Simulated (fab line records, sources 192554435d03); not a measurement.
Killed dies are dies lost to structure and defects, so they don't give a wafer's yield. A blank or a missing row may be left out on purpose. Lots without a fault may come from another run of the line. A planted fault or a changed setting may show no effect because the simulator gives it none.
Split-lot experiment | flow n5_finfet | 7 lots, 21 wafers read, on a route of 1938 steps

THE SPLIT
At N5_BEOL_M2_TRENCH_ETCH_37 (etches SiOC in C4F6/O2, target depth 55.555 nm, time 29.2 s), the setting source_w was moved away from the recipe's 355 W on 4 of the 21 wafers read, by +7.4% to +17.5%. The other wafers ran this setting at the recipe's value.

The reading is taken at the split's own step.

THE READING
rf_vpp_V, in V, at N5_BEOL_M2_TRENCH_ETCH_37 (etches SiOC in C4F6/O2, target depth 55.555 nm, time 29.2 s). Fault-free wafers of this fab line usually give 660 V, standard deviation 17 V.

wafer  | tool, chamber at the split | source_w as run, W | against the recipe | rf_vpp_V, V | against lot-mates on the recipe
L082.1 | rie_diel-01, 2             | 355                | recipe             | 664         | -
L082.4 | rie_diel-01, 3             | 355                | recipe             | 681         | -
L082.5 | rie_diel-01, 0             | 355                | recipe             | 673         | -
L083.1 | rie_diel-06, 3             | 355                | recipe             | 669         | -
L083.3 | rie_diel-06, 1             | 355                | recipe             | 681         | -
L083.4 | rie_diel-06, 2             | 355                | recipe             | 646         | -
L084.1 | rie_diel-03, 3             | 355                | recipe             | 666         | -
L084.2 | rie_diel-03, 0             | 355                | recipe             | 625         | -
L084.6 | rie_diel-03, 0             | 355                | recipe             | 625         | -
L085.1 | rie_diel-03, 0             | 403.7              | +13.7%             | 585         | -77
L085.2 | rie_diel-03, 3             | 355                | recipe             | 665         | -
L085.4 | rie_diel-03, 1             | 355                | recipe             | 659         | -
L087.1 | rie_diel-01, 1             | 355                | recipe             | 670         | -
L087.2 | rie_diel-01, 0             | 355                | recipe             | 671         | -
L087.5 | rie_diel-01, 0             | 355                | recipe             | 672         | -
L095.1 | rie_diel-06, 1             | 355                | recipe             | 681         | -
L095.3 | rie_diel-06, 3             | 355                | recipe             | 667         | -
L095.6 | rie_diel-06, 2             | 417                | +17.5%             | 594         | -80
L097.1 | rie_diel-06, 3             | 355                | recipe             | 667         | -
L097.2 | rie_diel-06, 1             | 381.1              | +7.4%              | 655         | -12
L097.4 | rie_diel-06, 0             | 381.1              | +7.4%              | 610         | -57

THE FIT
A straight line over all 21 wafers: rf_vpp_V changes by -4.58 V for each +1% of source_w; r = -0.80; the points scatter about the line by 18 V.
The same after taking each lot's own level away (the mean of its wafers on the recipe; 21 wafers): -4.92 V for each +1%; r = -0.89; scatter 13 V.
On that fit, the largest move of source_w shifts the reading by 86 V.
The lots' own levels span 638.7 to 674.0 V, that is 2.1 times the standard deviation above.
So the lot-to-lot level blurs the effect unless lot-mates are compared.
Check: with one of the wafers moved furthest among these (+17.5%) left out of the fit, the line predicts -92.3 V for it against its lot-mates. It came out at -80 V against them.
Tool readings at the split's step, against how far the setting was moved: rf_vpp_V r = -0.80.

OTHER SPLITS ON THESE WAFERS
These wafers also went through other splits before the reading. Each is held against what the fit with the lots' levels taken away leaves over:
other split on the same wafers | wafers away from the commonest value | r with rf_vpp_V (lot level and that fit taken away)
N5_BEOL_M1_COAT_61 spin_rpm    | 6                                    | -0.21
N5_BEOL_M2_DESCUM_33 time_s    | 8                                    | +0.06

THE FILE'S OWN FIT
rf_vpp_V changes by -4.97 V for each +1% of source_w, r = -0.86.
